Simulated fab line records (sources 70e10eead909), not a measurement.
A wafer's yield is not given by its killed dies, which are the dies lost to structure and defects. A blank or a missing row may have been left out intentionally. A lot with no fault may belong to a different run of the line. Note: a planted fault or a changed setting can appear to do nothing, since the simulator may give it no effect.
fab line records + flow nand-harc
[record]
- lots = 13
- wafers = 39
- last-day = 35
route steps=1302 shown A_BONDPAD@1236 HYBRID_BOND@1237 THIN_TSV@1274 END@1302
lots with no fault: from the same line, run without faults
start-h: hours from the record's first day to the start of the lot's first wafer shown + wait-h: hours from the lot's prior step to this one + " the same as in the row above + L1.1+2: one row covering several wafers at once + - no value present, or no start provided + * or withheld: withheld + < > ~ a bound
route shown NAME@n: a module of which the file shows steps, and the number in the route of the first + usual: mean/standard deviation taken from wafers without a fault + same: alike in all rows + chamber/n: place in a boat + sites: each site's reading + _std_site: the values' standard deviation + _edge_site: outer sites' mean less inner sites' + radius-mm: for every site, how far away it sits from the centre of the wafer + mask NAME#n: copy n + behind: the tool/chamber that last shaped the wafer + hold: why the lot was held/for how many hours/how that ended + device: names the non-switching transistor (n, p or np) + end of line: tests of these same wafers at the route's end + a step given without rows: its recipe and nothing more + killed: the dies lost at the first sort to structure and to defects; this is not the yield of the wafer + map: a wafer's dies, x killed, . not, _ none there
set.NAME: the setting that was run; set.NAME@STEP: the one run at that earlier step + model.NAME: the simulator's own value behind a step, which no gauge read
route steps across a sampled set of lots; one table per step, one row per wafer
services: the hour from which a tool's chamber was out of use, counted from the record's first day as start-h (under 0 if before that day), plus the number of hours and why
[[steps]]
[step NHARC_A_BONDPAD_INSPECT_23]
[usual]
- raw-defect-count = 558/140
| lot.wafer | tool              | chamber | start-h | wait-h | raw-defect-count |
|-----------|-------------------|---------|---------|--------|------------------|
| L501.2    | defect-inspect-01 | -       | 553.69  | 0.0    | 383              |
| L501.5    | "                 | -       | "       | "      | 466              |
| L501.6    | "                 | -       | "       | "      | 426              |
| L504.1    | defect-inspect-01 | -       | 554.18  | 0.0    | 630              |
| L504.2    | "                 | -       | "       | "      | 495              |
| L504.3    | "                 | -       | "       | "      | 542              |
| L505.1    | defect-inspect-01 | -       | 564.82  | 0.0    | 545              |
| L505.2    | "                 | -       | "       | "      | 504              |
| L505.3    | "                 | -       | "       | "      | 406              |
| L506.2    | defect-inspect-02 | -       | 601.51  | 0.0    | 526              |
| L506.4    | "                 | -       | "       | "      | 635              |
| L506.5    | "                 | -       | "       | "      | 638              |
| L509.1    | defect-inspect-01 | -       | 627.07  | 0.0    | 669              |
| L509.2    | "                 | -       | "       | "      | 620              |
| L509.6    | "                 | -       | "       | "      | 680              |
| L511.2    | defect-inspect-02 | -       | 631.07  | 0.0    | 606              |
| L511.4    | "                 | -       | "       | "      | 545              |
| L511.6    | "                 | -       | "       | "      | 436              |
| L513.2    | defect-inspect-02 | -       | 646.08  | 0.0    | 433              |
| L513.3    | "                 | -       | "       | "      | 491              |
| L513.5    | "                 | -       | "       | "      | 351              |
| L517.2    | defect-inspect-02 | -       | 689.62  | 0.0    | 655              |
| L517.3    | "                 | -       | "       | "      | 621              |
| L517.6    | "                 | -       | "       | "      | 807              |
| L521.2    | defect-inspect-01 | -       | 720.66  | 0.0    | 699              |
| L521.4    | "                 | -       | "       | "      | 491              |
| L521.5    | "                 | -       | "       | "      | 822              |
| L519.1    | defect-inspect-01 | -       | 723.31  | 0.0    | 1157             |
| L519.3    | "                 | -       | "       | "      | 931              |
| L519.5    | "                 | -       | "       | "      | 993              |
| L520.3    | defect-inspect-02 | -       | 728.17  | 0.0    | 574              |
| L520.5    | "                 | -       | "       | "      | 450              |
| L520.6    | "                 | -       | "       | "      | 485              |
| L522.3    | defect-inspect-02 | -       | 767.99  | 0.0    | 395              |
| L522.5    | "                 | -       | "       | "      | 403              |
| L522.6    | "                 | -       | "       | "      | 390              |
| L524.2    | defect-inspect-01 | -       | 771.61  | 0.0    | 837              |
| L524.3    | "                 | -       | "       | "      | 513              |
| L524.4    | "                 | -       | "       | "      | 741              |
[step NHARC_HYBRID_BOND_ACTIVATE_00]
[recipe]
- time-s = 60
- n2-flow-sccm = 200
- ar-flow-sccm = 0
- bias-power-w = 0
- chemistry = N2
[usual]
- drypump-motor-current-A = 6.0/0.44
- mfc-ar-sccm = 0.006/0.0072
- oes-product-au = 1.002/0.0095
- rf-vpp-V = 64.0/0.86
- showerhead-plenum-p-Torr = 1.73/0.054
| lot.wafer | tool        | chamber | start-h | wait-h | drypump-motor-current-A | mfc-ar-sccm | oes-product-au | rf-hours-counter-h | rf-vpp-V | showerhead-plenum-p-Torr |
|-----------|-------------|---------|---------|--------|-------------------------|-------------|----------------|--------------------|----------|--------------------------|
| L501.2    | rie-diel-01 | 3       | 553.78  | 0.1    | 6.3                     | 0           | 1.014          | 39                 | 65.0     | 1.73                     |
| L501.6    | "           | 1       | "       | "      | 6.1                     | 0           | 1.016          | -                  | 64.3     | 1.74                     |
| L501.5    | "           | 2       | "       | "      | 6.2                     | 0           | 1.000          | -                  | 64.5     | 1.72                     |
| L504.1    | rie-diel-07 | 1       | 554.24  | 0.1    | 5.9                     | 0           | 1.004          | 7                  | 63.6     | 1.70                     |
| L504.2    | "           | 3       | "       | "      | 6.4                     | 0.012       | 1.011          | 5                  | 64.1     | 1.71                     |
| L504.3    | "           | 0       | "       | "      | 6.0                     | 0.015       | 1.014          | 6                  | 63.6     | 1.79                     |
| L505.3    | rie-diel-07 | 0       | 564.88  | 0.1    | 6.0                     | 0.015       | 1.012          | 6                  | 65.4     | 1.79                     |
| L505.2    | "           | 1       | "       | "      | 5.9                     | 0           | 0.992          | 7                  | 64.3     | 1.70                     |
| L505.1    | "           | 2       | "       | "      | 5.3                     | 0           | 0.992          | 6                  | 64.5     | 1.68                     |
| L506.2    | rie-diel-01 | 0       | 601.58  | 0.1    | 6.7                     | 0.003       | 1.004          | 13                 | 63.6     | 1.64                     |
| L506.4    | "           | 1       | "       | "      | 6.1                     | 0           | 0.995          | 13                 | 64.6     | 1.74                     |
| L506.5    | "           | 0       | "       | "      | 6.7                     | 0.003       | 0.983          | -                  | 64.4     | 1.64                     |
| L509.1    | rie-diel-04 | 1       | 627.15  | 0.1    | 5.6                     | 0           | 1.007          | 24                 | 63.6     | 1.70                     |
| L509.2    | "           | 3       | "       | "      | 6.6                     | 0.006       | 0.985          | 30                 | 64.2     | 1.89                     |
| L509.6    | "           | 1       | "       | "      | 5.6                     | 0           | 0.997          | -                  | 62.8     | 1.70                     |
| L511.4    | rie-diel-04 | 2       | 631.19  | 0.1    | 5.2                     | 0.017       | 1.023          | 23                 | 64.3     | 1.78                     |
| L511.2    | "           | 0       | "       | "      | 5.5                     | 0.020       | 0.997          | 27                 | 64.5     | 1.71                     |
| L511.6    | "           | 1       | "       | "      | 5.6                     | 0           | 1.019          | -                  | 63.5     | 1.70                     |
| L513.3    | rie-diel-07 | 2       | 646.21  | 0.1    | 5.4                     | 0           | 1.005          | 13                 | 63.3     | 1.68                     |
| L513.2    | "           | 3       | "       | "      | 6.4                     | 0.012       | 1.021          | 13                 | 61.8     | 1.71                     |
| L513.5    | "           | 2       | "       | "      | 5.3                     | 0           | 1.004          | -                  | 63.6     | 1.68                     |
| L517.2    | rie-diel-07 | 0       | 689.68  | 0.1    | 6.0                     | 0.015       | 0.985          | 2                  | 65.1     | 1.78                     |
| L517.3    | "           | 2       | "       | "      | 5.3                     | 0           | 1.007          | 2                  | 63.3     | 1.68                     |
| L517.6    | "           | 0       | "       | "      | 6.0                     | 0.015       | 1.000          | -                  | 63.7     | 1.78                     |
| L521.4    | rie-diel-01 | 0       | 720.73  | 0.1    | 6.6                     | 0.003       | 0.997          | 52                 | 64.7     | 1.63                     |
| L521.2    | "           | 2       | "       | "      | 6.2                     | 0           | 0.990          | 57                 | 65.2     | 1.71                     |
| L521.5    | "           | 3       | "       | "      | 6.3                     | 0           | 1.005          | -                  | 63.4     | 1.72                     |
| L519.3    | rie-diel-01 | 1       | 723.38  | 0.1    | 6.1                     | 0           | 0.994          | 50                 | 62.6     | 1.73                     |
| L519.1    | "           | 0       | "       | "      | 6.7                     | 0.003       | 0.992          | 53                 | 63.5     | 1.63                     |
| L519.5    | "           | 1       | "       | "      | 6.0                     | 0           | 0.986          | -                  | 64.5     | 1.73                     |
| L520.3    | rie-diel-07 | 0       | 728.23  | 0.1    | 6.0                     | 0.015       | 0.999          | 5                  | 64.4     | 1.78                     |
| L520.6    | "           | 0       | "       | "      | 6.0                     | 0.015       | 1.012          | -                  | 63.9     | 1.78                     |
| L520.5    | "           | 3       | "       | "      | 6.4                     | 0.012       | 0.996          | -                  | 65.0     | 1.71                     |
| L522.3    | rie-diel-07 | 0       | 768.07  | 0.1    | 6.0                     | 0.015       | 1.002          | 8                  | 65.3     | 1.78                     |
| L522.5    | "           | 2       | "       | "      | 5.3                     | 0           | 1.018          | -                  | 63.4     | 1.68                     |
| L522.6    | "           | 3       | "       | "      | 6.4                     | 0.012       | 0.999          | -                  | 63.7     | 1.71                     |
| L524.4    | rie-diel-04 | 3       | 771.67  | 0.1    | 6.5                     | 0.006       | 0.985          | 18                 | 65.4     | 1.88                     |
| L524.3    | "           | 0       | "       | "      | 5.5                     | 0.020       | 0.998          | 19                 | 64.9     | 1.70                     |
| L524.2    | "           | 2       | "       | "      | 5.2                     | 0.017       | 0.991          | 20                 | 63.1     | 1.76                     |
[step NHARC_THIN_TSV_ECD_20]
[recipe]
- target-thk-a = 20000
- material = Cu
| lot.wafer  | tool      | chamber | start-h | wait-h |
|------------|-----------|---------|---------|--------|
| L501.2+5+6 | ecd-cu-01 | 0,0,1   | 566.69  | -      |
| L504.2+1+3 | ecd-cu-02 | 0,1,0   | 571.07  | -      |
| L505.1+2+3 | ecd-cu-02 | 1,0,1   | 581.77  | -      |
| L506.2+4+5 | ecd-cu-01 | 1,0,1   | 616.14  | -      |
| L509.2+1+6 | ecd-cu-02 | 1,0,1   | 643.60  | -      |
| L511.2+4+6 | ecd-cu-02 | 1,1,0   | 650.30  | -      |
| L513.2+3+5 | ecd-cu-01 | 1,1,0   | 663.67  | -      |
| L517.2+3+6 | ecd-cu-01 | 1       | 705.22  | -      |
| L521.2+4+5 | ecd-cu-02 | 1       | 736.85  | -      |
| L519.1+3+5 | ecd-cu-01 | 1,0,0   | 738.06  | -      |
| L520.3+5+6 | ecd-cu-01 | 0,0,1   | 762.47  | -      |
| L522.3+6+5 | ecd-cu-01 | 0,1,0   | 812.51  | -      |
| L524.2+3+4 | ecd-cu-02 | 1,1,0   | 813.19  | -      |
[step NHARC_THIN_TSV_CMP_21]
[recipe]
- t-overpolish-s = 30
- target-thk-nm = 2000
[usual]
- motor-current-A = 12.3/1.1
- overpolish-run-s = 30.000/0.0092
| lot.wafer | tool   | chamber | start-h | wait-h | motor-current-A | overpolish-run-s |
|-----------|--------|---------|---------|--------|-----------------|------------------|
| L501.2    | cmp-01 | 1       | 567.85  | -      | 12.5            | 30.004           |
| L501.6    | "      | 2       | "       | "      | 13.3            | 30.002           |
| L501.5    | "      | 3       | "       | "      | 13.8            | 30.012           |
| L504.3    | cmp-01 | 3       | 572.34  | -      | 13.4            | 30.014           |
| L504.1    | "      | 0       | "       | "      | 12.5            | 29.998           |
| L504.2    | "      | 1       | "       | "      | 12.6            | 29.998           |
| L505.3    | cmp-01 | 3       | 582.96  | -      | 12.6            | 30.004           |
| L505.2    | "      | 1       | "       | "      | 12.6            | 30.007           |
| L505.1    | "      | 2       | "       | "      | 13.4            | 30.007           |
| L506.2    | cmp-02 | 1       | 617.21  | -      | 11.2            | 30.004           |
| L506.4    | "      | 3       | "       | "      | 12.9            | 30.000           |
| L506.5    | "      | 1       | "       | "      | 11.6            | 29.992           |
| L509.2    | cmp-02 | 1       | 644.67  | -      | 11.1            | 30.006           |
| L509.1    | "      | 2       | "       | "      | 12.1            | 29.996           |
| L509.6    | "      | 2       | "       | "      | 11.5            | 30.000           |
| L511.4    | cmp-03 | 1       | 651.37  | -      | 10.8            | 29.993           |
| L511.2    | "      | 0       | "       | "      | 10.5            | 29.990           |
| L511.6    | "      | 1       | "       | "      | 11.0            | 30.005           |
| L513.2    | cmp-03 | 1       | 664.67  | -      | 10.6            | 30.020           |
| L513.3    | "      | 2       | "       | "      | 10.3            | 30.006           |
| L513.5    | "      | 1       | "       | "      | 11.0            | 29.998           |
| L517.3    | cmp-03 | 0       | 706.35  | -      | 10.7            | 30.005           |
| L517.2    | "      | 1       | "       | "      | 11.6            | 29.997           |
| L517.6    | "      | 2       | "       | "      | 10.2            | 30.005           |
| L521.4    | cmp-02 | 3       | 737.98  | -      | 13.0            | 29.990           |
| L521.2    | "      | 1       | "       | "      | 11.4            | 29.998           |
| L521.5    | "      | 3       | "       | "      | 13.4            | 30.005           |
| L519.3    | cmp-01 | 0       | 739.16  | -      | 12.3            | 30.001           |
| L519.1    | "      | 2       | "       | "      | 13.1            | 29.997           |
| L519.5    | "      | 0       | "       | "      | 13.0            | 30.005           |
| L520.3    | cmp-02 | 3       | 763.38  | -      | 12.5            | 30.018           |
| L520.6    | "      | 2       | "       | "      | 11.2            | 30.015           |
| L520.5    | "      | 3       | "       | "      | 13.9            | 30.005           |
| L522.3    | cmp-02 | 3       | 813.32  | -      | 12.8            | 29.986           |
| L522.5    | "      | 2       | "       | "      | 12.2            | 29.997           |
| L522.6    | "      | 3       | "       | "      | 13.3            | 30.003           |
| L524.4    | cmp-01 | 0       | 814.27  | -      | 12.1            | 29.995           |
| L524.2    | "      | 1       | "       | "      | 12.5            | 29.993           |
| L524.3    | "      | 2       | "       | "      | 13.4            | 29.977           |
[step NHARC_END_SORT_01]
[recipe]
- temp-c = 25
[usual]
- defect-limited-yield = 90/3.4
- killed-at-array = 62/22
- killed-at-other = 1.0/1.4
- killed-at-periphery = 4.2/2.8
- killed-dies = 67/23
- killed-open = 3.1/1.7
- killed-short = 2.1/1.5
[same]
- gross-dies = 677
| lot.wafer | tool      | chamber | start-h | wait-h | defect-limited-yield[%] | killed-at-array | killed-at-other | killed-at-periphery | killed-dies | killed-open | killed-short |
|-----------|-----------|---------|---------|--------|-------------------------|-----------------|-----------------|---------------------|-------------|-------------|--------------|
| L509.1    | prober-02 | 0       | 653.89  | 2.5    | 14                      | 38              | 541             | 1                   | 580         | 4           | 3            |
| L509.2    | prober-02 | 0       | 654.69  | 2.8    | 15                      | 33              | 540             | 0                   | 573         | 0           | 2            |
| L509.6    | prober-02 | 0       | 657.88  | 4.0    | 14                      | 48              | 533             | 2                   | 583         | 2           | 1            |
| L511.2    | prober-02 | 0       | 662.44  | 2.8    | 14                      | 37              | 545             | 2                   | 584         | 0           | 3            |
| L511.4    | prober-02 | 0       | 664.05  | 3.4    | 14                      | 37              | 540             | 2                   | 579         | 3           | 2            |
| L511.6    | prober-02 | 0       | 665.66  | 4.0    | 16                      | 25              | 545             | 2                   | 572         | 1           | 1            |
// killed by level:class
L509.1 THIN_TSV:unspecified=541 A_SLIT:chamber-film-flake=16 A_CHANNEL_HOLE_D1:chamber-film-flake=13 P_CONTACT:geometric-particle:open=1 A_ONON_D1:geometric-particle:short=1 A_CHANNEL_FILL_D1:geometric-particle:short=1 A_ONON_D2:geometric-particle:open=1 A_SGD_CUT:geometric-particle:open=1
L509.2 THIN_TSV:unspecified=540 A_CHANNEL_HOLE_D1:chamber-film-flake=15 A_SLIT:chamber-film-flake=11 A_CHANNEL_HOLE_D2:chamber-film-flake=2 A_CONTACT:chamber-film-flake=2 A_CHANNEL_FILL_D1:geometric-particle:short=1 A_DECK1_JOINT:geometric-particle:short=1 A_CHANNEL_FILL_D1:chamber-film-flake=1
L509.6 THIN_TSV:unspecified=532 A_CHANNEL_HOLE_D1:chamber-film-flake=24 A_SLIT:chamber-film-flake=16 A_CHANNEL_HOLE_D2:chamber-film-flake=4 A_CONTACT:chamber-film-flake=2 P_CONTACT:geometric-particle:open=1 A_DECK1_JOINT:geometric-particle:open=1 A_CHANNEL_HOLE_D2:geometric-particle:short=1
L511.2 THIN_TSV:unspecified=544 A_CHANNEL_HOLE_D1:chamber-film-flake=18 A_CHANNEL_HOLE_D2:chamber-film-flake=11 A_DECK1_JOINT:chamber-film-flake=2 A_STAIRCASE:chamber-film-flake=2 P_GATE:geometric-particle:short=1 A_CHANNEL_FILL_D1:geometric-particle:short=1 A_WL_FILL:geometric-particle:short=1
L511.4 THIN_TSV:unspecified=540 A_CHANNEL_HOLE_D1:chamber-film-flake=18 A_CHANNEL_HOLE_D2:chamber-film-flake=12 A_DECK1_JOINT:chamber-film-flake=2 P_CONTACT:geometric-particle:open=1 A_ONON_D1:geometric-particle:short=1 A_CHANNEL_FILL_D1:geometric-particle:open=1 A_CHANNEL_FILL_D2:geometric-particle:open=1
L511.6 THIN_TSV:unspecified=544 A_CHANNEL_HOLE_D1:chamber-film-flake=15 A_CHANNEL_HOLE_D2:chamber-film-flake=5 A_CONTACT:chamber-film-flake=3 P_STI:geometric-particle:short=1 A_WL_FILL:geometric-particle:open=1 P_M2:chamber-film-flake=1 A_DECK1_JOINT:chamber-film-flake=1
[[services]]
| tool        | chamber | start-h | hours | kind   |
|-------------|---------|---------|-------|--------|
| cmp-01      | -       | 539.35  | 1.3   | repair |
| cmp-01      | -       | 542.23  | 0.2   | repair |
| ecd-cu-01   | -       | 545.07  | 0.2   | repair |
| ecd-cu-02   | -       | 558.97  | 2.7   | repair |
| cmp-01      | -       | 577.52  | 4.0   | pm     |
| ecd-cu-02   | -       | 596.58  | 8.0   | pm     |
| ecd-cu-01   | -       | 605.79  | 2.2   | repair |
| cmp-02      | -       | 619.36  | 2.4   | repair |
| cmp-02      | -       | 624.65  | 4.0   | pm     |
| cmp-02      | -       | 637.93  | 1.8   | repair |
| rie-diel-07 | 1       | 643.41  | 9.1   | repair |
| rie-diel-07 | -       | 648.61  | 9.0   | pm     |
| cmp-02      | -       | 654.76  | 2.7   | repair |
| cmp-01      | -       | 675.52  | 4.0   | pm     |
| ecd-cu-01   | -       | 688.10  | 8.0   | pm     |
| rie-diel-07 | 2       | 704.98  | 16.2  | repair |
| cmp-02      | -       | 722.65  | 4.0   | pm     |
| rie-diel-07 | 1       | 727.68  | 1.5   | repair |
| cmp-01      | -       | 768.70  | 7.5   | repair |
| cmp-02      | -       | 769.74  | 3.6   | repair |
| ecd-cu-02   | -       | 772.58  | 8.0   | pm     |
| cmp-02      | -       | 777.23  | 0.7   | repair |
| cmp-02      | -       | 781.50  | 0.8   | repair |
| ecd-cu-02   | -       | 806.24  | 0.3   | repair |
[[key]]
[first-sign]
- step = NHARC_END_SORT_01
- reading = killed-at-other
- direction = up
- sigmas = 99+
- usual = 1.0
- struck = 540.7
[effect]
- step = NHARC_END_SORT_01
- reading = defect-limited-yield
- direction = down
- sigmas = 22
- usual = 90
- struck = 15
[more-kills-born-at]
- NHARC_THIN_TSV_ECD_20@ecd-cu-02 = 3241
met-at NHARC_THIN_TSV_ECD_20
struck-lots L509,L511
not-acting-at NHARC_A_BONDPAD_INSPECT_23,NHARC_HYBRID_BOND_ACTIVATE_00,NHARC_THIN_TSV_CMP_21
onset-between 581.77 643.60
[fault]
- kind = chamber-particle-source
- tool = ecd-cu-02
- chamber = -
- onset-h = 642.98
- steps = NHARC_THIN_TSV_ECD_20
- rate-per-visit-cm2 = 1.9522
- end-h = 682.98
